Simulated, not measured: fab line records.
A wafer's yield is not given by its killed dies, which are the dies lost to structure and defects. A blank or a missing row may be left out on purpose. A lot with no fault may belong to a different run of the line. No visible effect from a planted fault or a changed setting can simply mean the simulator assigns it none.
Which tool did it? / flow n5_finfet / 24 lots with 72 wafers sampled at 5 steps, on a route of 1938 steps

## WHAT THE GAUGES READ, wafer by wafer
N5_BEOL_M2_OVL_MEAS_12.
lot=L074; measured=day 6 17:54; on=overlay-02; M2_OVL (nm)=-0.8 0.3 -0.7
lot=L075; measured=day 6 18:13; on=overlay-01; M2_OVL (nm)=-0.2 0.1 -0.5
lot=L077; measured=day 6 23:11; on=overlay-02; M2_OVL (nm)=0.2 0.1 0.2
lot=L076; measured=day 7 01:01; on=overlay-01; M2_OVL (nm)=0.0 -0.1 0.8
lot=L078; measured=day 7 16:23; on=overlay-01; M2_OVL (nm)=-0.1 -1.6 -0.6
lot=L079; measured=day 7 16:39; on=overlay-01; M2_OVL (nm)=0.6 0.1 -0.7
lot=L080; measured=day 7 19:53; on=overlay-01; M2_OVL (nm)=-0.5 -1.8 -0.9
lot=L081; measured=day 8 00:04; on=overlay-01; M2_OVL (nm)=-0.5 -0.2 -1.3
lot=L082; measured=day 8 09:40; on=overlay-01; M2_OVL (nm)=-0.9 -0.6 -0.1
lot=L083; measured=day 8 14:46; on=overlay-01; M2_OVL (nm)=-0.6 -1.0 -0.5
lot=L086; measured=day 9 08:24; on=overlay-01; M2_OVL (nm)=-1.9 -1.7 -0.6
lot=L084; measured=day 9 08:22; on=overlay-02; M2_OVL (nm)=0.0 -0.3 -0.8
lot=L085; measured=day 9 10:24; on=overlay-01; M2_OVL (nm)=-1.1 -2.3 -2.1
lot=L087; measured=day 9 22:04; on=overlay-02; M2_OVL (nm)=-1.7 -1.0 -0.5
lot=L088; measured=day 9 22:46; on=overlay-01; M2_OVL (nm)=-1.1 0.2 -0.3
lot=L089; measured=day 10 04:43; on=overlay-02; M2_OVL (nm)=-0.2 -0.2 -1.4
lot=L090; measured=day 10 10:09; on=overlay-02; M2_OVL (nm)=-0.6 -1.7 -1.5
lot=L091; measured=day 10 13:37; on=overlay-01; M2_OVL (nm)=-0.4 -1.0 -0.5
lot=L093; measured=day 11 03:51; on=overlay-02; M2_OVL (nm)=0.3 -0.2 0.7
lot=L092; measured=day 11 08:33; on=overlay-01; M2_OVL (nm)=0.6 0.5 0.5
lot=L094; measured=day 11 12:15; on=overlay-01; M2_OVL (nm)=1.0 1.2 0.3
lot=L095; measured=day 12 11:59; on=overlay-01; M2_OVL (nm)=-0.2 -1.7 -0.5
lot=L096; measured=day 12 16:57; on=overlay-01; M2_OVL (nm)=0.5 0.9 -0.4
lot=L097; measured=day 12 17:50; on=overlay-01; M2_OVL (nm)=-0.1 0.0 -0.9

## WHAT TOOL EACH LOT RAN ON (gives the tool, then ch and the chambers of the sampled wafers, and finally the start)
lot=L074; N5_BEOL_M1_SPUTTER_88=pvd_sputter-02, day 6 11:27; N5_BEOL_M1_SPUTTER_90=pvd_sputter-02, day 6 11:40; N5_BEOL_M1_ANNEAL_95=pvd_sputter-02, day 6 12:11; N5_BEOL_M1_ANNEAL_51=rtp_anneal-02 ch 0, day 6 12:40
lot=L075; N5_BEOL_M1_SPUTTER_88=pvd_sputter-01, day 6 14:23; N5_BEOL_M1_SPUTTER_90=pvd_sputter-01, day 6 14:37; N5_BEOL_M1_ANNEAL_95=pvd_sputter-01, day 6 15:08; N5_BEOL_M1_ANNEAL_51=rtp_anneal-02 ch 0, day 6 15:28
lot=L077; N5_BEOL_M1_SPUTTER_88=pvd_sputter-01, day 6 19:45; N5_BEOL_M1_SPUTTER_90=pvd_sputter-01, day 6 19:58; N5_BEOL_M1_ANNEAL_95=pvd_sputter-01, day 6 20:29; N5_BEOL_M1_ANNEAL_51=rtp_anneal-01 ch 0, day 6 20:52
lot=L076; N5_BEOL_M1_SPUTTER_88=pvd_sputter-01, day 6 21:35; N5_BEOL_M1_SPUTTER_90=pvd_sputter-01, day 6 21:49; N5_BEOL_M1_ANNEAL_95=pvd_sputter-01, day 6 22:20; N5_BEOL_M1_ANNEAL_51=rtp_anneal-01 ch 0, day 6 22:44
lot=L078; N5_BEOL_M1_SPUTTER_88=pvd_sputter-01, day 7 09:16; N5_BEOL_M1_SPUTTER_90=pvd_sputter-01, day 7 09:29; N5_BEOL_M1_ANNEAL_95=pvd_sputter-01, day 7 10:01; N5_BEOL_M1_ANNEAL_51=rtp_anneal-02 ch 0, day 7 10:20
lot=L079; N5_BEOL_M1_SPUTTER_88=pvd_sputter-03, day 7 11:30; N5_BEOL_M1_SPUTTER_90=pvd_sputter-03, day 7 11:43; N5_BEOL_M1_ANNEAL_95=pvd_sputter-03, day 7 12:14; N5_BEOL_M1_ANNEAL_51=rtp_anneal-02 ch 0, day 7 12:37
lot=L080; N5_BEOL_M1_SPUTTER_88=pvd_sputter-02, day 7 16:50; N5_BEOL_M1_SPUTTER_90=pvd_sputter-02, day 7 17:04; N5_BEOL_M1_ANNEAL_95=pvd_sputter-02, day 7 17:35; N5_BEOL_M1_ANNEAL_51=rtp_anneal-01 ch 0, day 7 17:55
lot=L081; N5_BEOL_M1_SPUTTER_88=pvd_sputter-02, day 7 21:22; N5_BEOL_M1_SPUTTER_90=pvd_sputter-02, day 7 21:35; N5_BEOL_M1_ANNEAL_95=pvd_sputter-02, day 7 22:06; N5_BEOL_M1_ANNEAL_51=rtp_anneal-02 ch 0, day 7 22:29
lot=L082; N5_BEOL_M1_SPUTTER_88=pvd_sputter-03, day 8 03:40; N5_BEOL_M1_SPUTTER_90=pvd_sputter-03, day 8 03:53; N5_BEOL_M1_ANNEAL_95=pvd_sputter-03, day 8 04:24; N5_BEOL_M1_ANNEAL_51=rtp_anneal-02 ch 0, day 8 04:50
lot=L083; N5_BEOL_M1_SPUTTER_88=pvd_sputter-03, day 8 11:53; N5_BEOL_M1_SPUTTER_90=pvd_sputter-03, day 8 12:07; N5_BEOL_M1_ANNEAL_95=pvd_sputter-03, day 8 12:38; N5_BEOL_M1_ANNEAL_51=rtp_anneal-01 ch 0, day 8 13:03
lot=L086; N5_BEOL_M1_SPUTTER_88=pvd_sputter-02, day 9 03:58; N5_BEOL_M1_SPUTTER_90=pvd_sputter-02, day 9 04:11; N5_BEOL_M1_ANNEAL_95=pvd_sputter-02, day 9 04:43; N5_BEOL_M1_ANNEAL_51=rtp_anneal-01 ch 0, day 9 05:02
lot=L084; N5_BEOL_M1_SPUTTER_88=pvd_sputter-01, day 9 04:03; N5_BEOL_M1_SPUTTER_90=pvd_sputter-01, day 9 04:16; N5_BEOL_M1_ANNEAL_95=pvd_sputter-01, day 9 04:47; N5_BEOL_M1_ANNEAL_51=rtp_anneal-02 ch 0, day 9 05:10
lot=L085; N5_BEOL_M1_SPUTTER_88=pvd_sputter-01, day 9 06:10; N5_BEOL_M1_SPUTTER_90=pvd_sputter-01, day 9 06:23; N5_BEOL_M1_ANNEAL_95=pvd_sputter-01, day 9 06:55; N5_BEOL_M1_ANNEAL_51=rtp_anneal-02 ch 0, day 9 07:27
lot=L087; N5_BEOL_M1_SPUTTER_88=pvd_sputter-02, day 9 18:02; N5_BEOL_M1_SPUTTER_90=pvd_sputter-02, day 9 18:15; N5_BEOL_M1_ANNEAL_95=pvd_sputter-02, day 9 18:46; N5_BEOL_M1_ANNEAL_51=rtp_anneal-02 ch 0, day 9 19:11
lot=L088; N5_BEOL_M1_SPUTTER_88=pvd_sputter-03, day 9 18:57; N5_BEOL_M1_SPUTTER_90=pvd_sputter-03, day 9 19:10; N5_BEOL_M1_ANNEAL_95=pvd_sputter-03, day 9 19:41; N5_BEOL_M1_ANNEAL_51=rtp_anneal-02 ch 0, day 9 20:02
lot=L089; N5_BEOL_M1_SPUTTER_88=pvd_sputter-03, day 10 01:26; N5_BEOL_M1_SPUTTER_90=pvd_sputter-03, day 10 01:39; N5_BEOL_M1_ANNEAL_95=pvd_sputter-03, day 10 02:10; N5_BEOL_M1_ANNEAL_51=rtp_anneal-02 ch 0, day 10 02:31
lot=L090; N5_BEOL_M1_SPUTTER_88=pvd_sputter-03, day 10 07:28; N5_BEOL_M1_SPUTTER_90=pvd_sputter-03, day 10 07:41; N5_BEOL_M1_ANNEAL_95=pvd_sputter-03, day 10 08:13; N5_BEOL_M1_ANNEAL_51=rtp_anneal-02 ch 0, day 10 08:40
lot=L091; N5_BEOL_M1_SPUTTER_88=pvd_sputter-02, day 10 10:55; N5_BEOL_M1_SPUTTER_90=pvd_sputter-02, day 10 11:08; N5_BEOL_M1_ANNEAL_95=pvd_sputter-02, day 10 11:40; N5_BEOL_M1_ANNEAL_51=rtp_anneal-02 ch 0, day 10 12:00
lot=L093; N5_BEOL_M1_SPUTTER_88=pvd_sputter-02, day 11 00:10; N5_BEOL_M1_SPUTTER_90=pvd_sputter-02, day 11 00:23; N5_BEOL_M1_ANNEAL_95=pvd_sputter-02, day 11 00:54; N5_BEOL_M1_ANNEAL_51=rtp_anneal-01 ch 0, day 11 01:17
lot=L092; N5_BEOL_M1_SPUTTER_88=pvd_sputter-01, day 11 05:41; N5_BEOL_M1_SPUTTER_90=pvd_sputter-01, day 11 05:55; N5_BEOL_M1_ANNEAL_95=pvd_sputter-01, day 11 06:26; N5_BEOL_M1_ANNEAL_51=rtp_anneal-01 ch 0, day 11 06:54
lot=L094; N5_BEOL_M1_SPUTTER_88=pvd_sputter-03, day 11 09:22; N5_BEOL_M1_SPUTTER_90=pvd_sputter-03, day 11 09:35; N5_BEOL_M1_ANNEAL_95=pvd_sputter-03, day 11 10:06; N5_BEOL_M1_ANNEAL_51=rtp_anneal-02 ch 0, day 11 10:26
lot=L095; N5_BEOL_M1_SPUTTER_88=pvd_sputter-02, day 12 07:57; N5_BEOL_M1_SPUTTER_90=pvd_sputter-02, day 12 08:10; N5_BEOL_M1_ANNEAL_95=pvd_sputter-02, day 12 08:41; N5_BEOL_M1_ANNEAL_51=rtp_anneal-02 ch 0, day 12 09:04
lot=L096; N5_BEOL_M1_SPUTTER_88=pvd_sputter-03, day 12 13:16; N5_BEOL_M1_SPUTTER_90=pvd_sputter-03, day 12 13:29; N5_BEOL_M1_ANNEAL_95=pvd_sputter-03, day 12 14:01; N5_BEOL_M1_ANNEAL_51=rtp_anneal-01 ch 0, day 12 14:21
lot=L097; N5_BEOL_M1_SPUTTER_88=pvd_sputter-02, day 12 13:36; N5_BEOL_M1_SPUTTER_90=pvd_sputter-02, day 12 13:49; N5_BEOL_M1_ANNEAL_95=pvd_sputter-02, day 12 14:20; N5_BEOL_M1_ANNEAL_51=rtp_anneal-01 ch 0, day 12 14:40
- N5_BEOL_M1_SPUTTER_88: material Cu, target thk 4.5 nm, time 8.29 s.
- N5_BEOL_M1_SPUTTER_90: material Cu, target thk 4.5 nm, time 8.29 s.
- N5_BEOL_M1_ANNEAL_95: time 240 s.
- N5_BEOL_M1_ANNEAL_51: time 90 s.

## WHAT THE TOOLS THEMSELVES READ (means of the sampled wafers that have a number; where no wafer has one, the mark that the record gives instead)
N5_BEOL_M1_SPUTTER_88.
lot=L074; tool=pvd_sputter-02; susceptor_temp_C (C)=-20.10; throttle_valve_pct (%)=31.2
lot=L075; tool=pvd_sputter-01; susceptor_temp_C (C)=-20.04; throttle_valve_pct (%)=30.7
lot=L077; tool=pvd_sputter-01; susceptor_temp_C (C)=-19.96; throttle_valve_pct (%)=31.3
lot=L076; tool=pvd_sputter-01; susceptor_temp_C (C)=-19.89; throttle_valve_pct (%)=30.8
lot=L078; tool=pvd_sputter-01; susceptor_temp_C (C)=-19.89; throttle_valve_pct (%)=31.7
lot=L079; tool=pvd_sputter-03; susceptor_temp_C (C)=-20.00; throttle_valve_pct (%)=30.5
lot=L080; tool=pvd_sputter-02; susceptor_temp_C (C)=-19.91; throttle_valve_pct (%)=31.5
lot=L081; tool=pvd_sputter-02; susceptor_temp_C (C)=-20.02; throttle_valve_pct (%)=30.5
lot=L082; tool=pvd_sputter-03; susceptor_temp_C (C)=-20.08; throttle_valve_pct (%)=30.4
lot=L083; tool=pvd_sputter-03; susceptor_temp_C (C)=-19.97; throttle_valve_pct (%)=30.8
lot=L086; tool=pvd_sputter-02; susceptor_temp_C (C)=-19.95; throttle_valve_pct (%)=31.2
lot=L084; tool=pvd_sputter-01; susceptor_temp_C (C)=-19.91; throttle_valve_pct (%)=31.2
lot=L085; tool=pvd_sputter-01; susceptor_temp_C (C)=-20.06; throttle_valve_pct (%)=31.0
lot=L087; tool=pvd_sputter-02; susceptor_temp_C (C)=-19.97; throttle_valve_pct (%)=30.8
lot=L088; tool=pvd_sputter-03; susceptor_temp_C (C)=-20.00; throttle_valve_pct (%)=30.5
lot=L089; tool=pvd_sputter-03; susceptor_temp_C (C)=-19.98; throttle_valve_pct (%)=30.3
lot=L090; tool=pvd_sputter-03; susceptor_temp_C (C)=-20.03; throttle_valve_pct (%)=31.0
lot=L091; tool=pvd_sputter-02; susceptor_temp_C (C)=-19.94; throttle_valve_pct (%)=31.3
lot=L093; tool=pvd_sputter-02; susceptor_temp_C (C)=-20.06; throttle_valve_pct (%)=31.3
lot=L092; tool=pvd_sputter-01; susceptor_temp_C (C)=-19.88; throttle_valve_pct (%)=30.7
lot=L094; tool=pvd_sputter-03; susceptor_temp_C (C)=-19.98; throttle_valve_pct (%)=30.7
lot=L095; tool=pvd_sputter-02; susceptor_temp_C (C)=-20.03; throttle_valve_pct (%)=31.3
lot=L096; tool=pvd_sputter-03; susceptor_temp_C (C)=-19.96; throttle_valve_pct (%)=30.2
lot=L097; tool=pvd_sputter-02; susceptor_temp_C (C)=-19.95; throttle_valve_pct (%)=30.7

N5_BEOL_M1_SPUTTER_90.
lot=L074; tool=pvd_sputter-02; susceptor_temp_C (C)=-20.00; throttle_valve_pct (%)=31.0
lot=L075; tool=pvd_sputter-01; susceptor_temp_C (C)=-20.07; throttle_valve_pct (%)=30.7
lot=L077; tool=pvd_sputter-01; susceptor_temp_C (C)=-20.00; throttle_valve_pct (%)=31.3
lot=L076; tool=pvd_sputter-01; susceptor_temp_C (C)=-19.86; throttle_valve_pct (%)=30.7
lot=L078; tool=pvd_sputter-01; susceptor_temp_C (C)=-20.04; throttle_valve_pct (%)=31.6
lot=L079; tool=pvd_sputter-03; susceptor_temp_C (C)=-20.10; throttle_valve_pct (%)=30.4
lot=L080; tool=pvd_sputter-02; susceptor_temp_C (C)=-20.08; throttle_valve_pct (%)=31.5
lot=L081; tool=pvd_sputter-02; susceptor_temp_C (C)=-20.02; throttle_valve_pct (%)=30.5
lot=L082; tool=pvd_sputter-03; susceptor_temp_C (C)=-20.02; throttle_valve_pct (%)=30.5
lot=L083; tool=pvd_sputter-03; susceptor_temp_C (C)=-20.01; throttle_valve_pct (%)=30.6
lot=L086; tool=pvd_sputter-02; susceptor_temp_C (C)=-19.91; throttle_valve_pct (%)=31.3
lot=L084; tool=pvd_sputter-01; susceptor_temp_C (C)=-19.98; throttle_valve_pct (%)=31.2
lot=L085; tool=pvd_sputter-01; susceptor_temp_C (C)=-19.87; throttle_valve_pct (%)=31.1
lot=L087; tool=pvd_sputter-02; susceptor_temp_C (C)=-20.01; throttle_valve_pct (%)=30.9
lot=L088; tool=pvd_sputter-03; susceptor_temp_C (C)=-20.06; throttle_valve_pct (%)=30.6
lot=L089; tool=pvd_sputter-03; susceptor_temp_C (C)=-20.06; throttle_valve_pct (%)=30.4
lot=L090; tool=pvd_sputter-03; susceptor_temp_C (C)=-20.02; throttle_valve_pct (%)=31.1
lot=L091; tool=pvd_sputter-02; susceptor_temp_C (C)=-19.97; throttle_valve_pct (%)=31.3
lot=L093; tool=pvd_sputter-02; susceptor_temp_C (C)=-19.95; throttle_valve_pct (%)=31.0
lot=L092; tool=pvd_sputter-01; susceptor_temp_C (C)=-20.12; throttle_valve_pct (%)=30.7
lot=L094; tool=pvd_sputter-03; susceptor_temp_C (C)=-20.02; throttle_valve_pct (%)=30.5
lot=L095; tool=pvd_sputter-02; susceptor_temp_C (C)=-20.15; throttle_valve_pct (%)=31.4
lot=L096; tool=pvd_sputter-03; susceptor_temp_C (C)=-20.03; throttle_valve_pct (%)=30.2
lot=L097; tool=pvd_sputter-02; susceptor_temp_C (C)=-20.00; throttle_valve_pct (%)=30.8

N5_BEOL_M1_ANNEAL_95.
lot=L074; tool=pvd_sputter-02; heater_power_w (W)=854; susceptor_temp_C (C)=400.13
lot=L075; tool=pvd_sputter-01; heater_power_w (W)=792; susceptor_temp_C (C)=399.90
lot=L077; tool=pvd_sputter-01; heater_power_w (W)=765; susceptor_temp_C (C)=400.15
lot=L076; tool=pvd_sputter-01; heater_power_w (W)=789; susceptor_temp_C (C)=399.90
lot=L078; tool=pvd_sputter-01; heater_power_w (W)=819; susceptor_temp_C (C)=400.12
lot=L079; tool=pvd_sputter-03; heater_power_w (W)=896; susceptor_temp_C (C)=399.92
lot=L080; tool=pvd_sputter-02; heater_power_w (W)=859; susceptor_temp_C (C)=400.15
lot=L081; tool=pvd_sputter-02; heater_power_w (W)=829; susceptor_temp_C (C)=399.78
lot=L082; tool=pvd_sputter-03; heater_power_w (W)=878; susceptor_temp_C (C)=400.07
lot=L083; tool=pvd_sputter-03; heater_power_w (W)=860; susceptor_temp_C (C)=399.84
lot=L086; tool=pvd_sputter-02; heater_power_w (W)=856; susceptor_temp_C (C)=399.94
lot=L084; tool=pvd_sputter-01; heater_power_w (W)=829; susceptor_temp_C (C)=400.13
lot=L085; tool=pvd_sputter-01; heater_power_w (W)=802; susceptor_temp_C (C)=399.76
lot=L087; tool=pvd_sputter-02; heater_power_w (W)=826; susceptor_temp_C (C)=399.99
lot=L088; tool=pvd_sputter-03; heater_power_w (W)=843; susceptor_temp_C (C)=399.93
lot=L089; tool=pvd_sputter-03; heater_power_w (W)=776; susceptor_temp_C (C)=400.00
lot=L090; tool=pvd_sputter-03; heater_power_w (W)=913; susceptor_temp_C (C)=400.27
lot=L091; tool=pvd_sputter-02; heater_power_w (W)=849; susceptor_temp_C (C)=400.19
lot=L093; tool=pvd_sputter-02; heater_power_w (W)=861; susceptor_temp_C (C)=399.97
lot=L092; tool=pvd_sputter-01; heater_power_w (W)=734; susceptor_temp_C (C)=400.25
lot=L094; tool=pvd_sputter-03; heater_power_w (W)=853; susceptor_temp_C (C)=399.99
lot=L095; tool=pvd_sputter-02; heater_power_w (W)=866; susceptor_temp_C (C)=399.82
lot=L096; tool=pvd_sputter-03; heater_power_w (W)=780; susceptor_temp_C (C)=400.02
lot=L097; tool=pvd_sputter-02; heater_power_w (W)=841; susceptor_temp_C (C)=400.20

N5_BEOL_M1_ANNEAL_51.
lot=L074 tool=rtp_anneal-02 wafer_temp_C_max=225.88
lot=L075 tool=rtp_anneal-02 wafer_temp_C_max=225.60
lot=L077 tool=rtp_anneal-01 wafer_temp_C_max=225.87
lot=L076 tool=rtp_anneal-01 wafer_temp_C_max=226.06
lot=L078 tool=rtp_anneal-02 wafer_temp_C_max=225.63
lot=L079 tool=rtp_anneal-02 wafer_temp_C_max=225.48
lot=L080 tool=rtp_anneal-01 wafer_temp_C_max=226.13
lot=L081 tool=rtp_anneal-02 wafer_temp_C_max=225.61
lot=L082 tool=rtp_anneal-02 wafer_temp_C_max=225.64
lot=L083 tool=rtp_anneal-01 wafer_temp_C_max=226.13
lot=L086 tool=rtp_anneal-01 wafer_temp_C_max=226.09
lot=L084 tool=rtp_anneal-02 wafer_temp_C_max=225.70
lot=L085 tool=rtp_anneal-02 wafer_temp_C_max=225.79
lot=L087 tool=rtp_anneal-02 wafer_temp_C_max=225.55
lot=L088 tool=rtp_anneal-02 wafer_temp_C_max=225.68
lot=L089 tool=rtp_anneal-02 wafer_temp_C_max=225.58
lot=L090 tool=rtp_anneal-02 wafer_temp_C_max=225.51
lot=L091 tool=rtp_anneal-02 wafer_temp_C_max=225.57
lot=L093 tool=rtp_anneal-01 wafer_temp_C_max=225.83
lot=L092 tool=rtp_anneal-01 wafer_temp_C_max=226.08
lot=L094 tool=rtp_anneal-02 wafer_temp_C_max=225.68
lot=L095 tool=rtp_anneal-02 wafer_temp_C_max=225.42
lot=L096 tool=rtp_anneal-01 wafer_temp_C_max=226.05
lot=L097 tool=rtp_anneal-01 wafer_temp_C_max=225.94

## THE ANSWER, worked out from the rows above alone
Rule: the lots themselves supply what counts as usual. The widest of any qualifying gaps counts: lots, ordered by their means at a reading, are off when they make up no more than a third of the lots, leave a main group of 4 or more, and stand apart from it by 3 or more times the standard deviation of that group's means. If all means in a main group match to the digits the tables above print for the reading, that group is not used. Also off: a lot with no number at a reading for which 4 or more lots have one. All remaining lots with rows at the step are treated as sound. First the gauges in route order, then the tools' own readings, where a lot's mean is used as printed above. The first step at which some lot is off is used, and at that step the reading that is off furthest; a lot without a number counts as furthest.
None of the lots is off at any reading shown; this tells nothing.

## WHAT THE SIMULATOR HAD PUT IN
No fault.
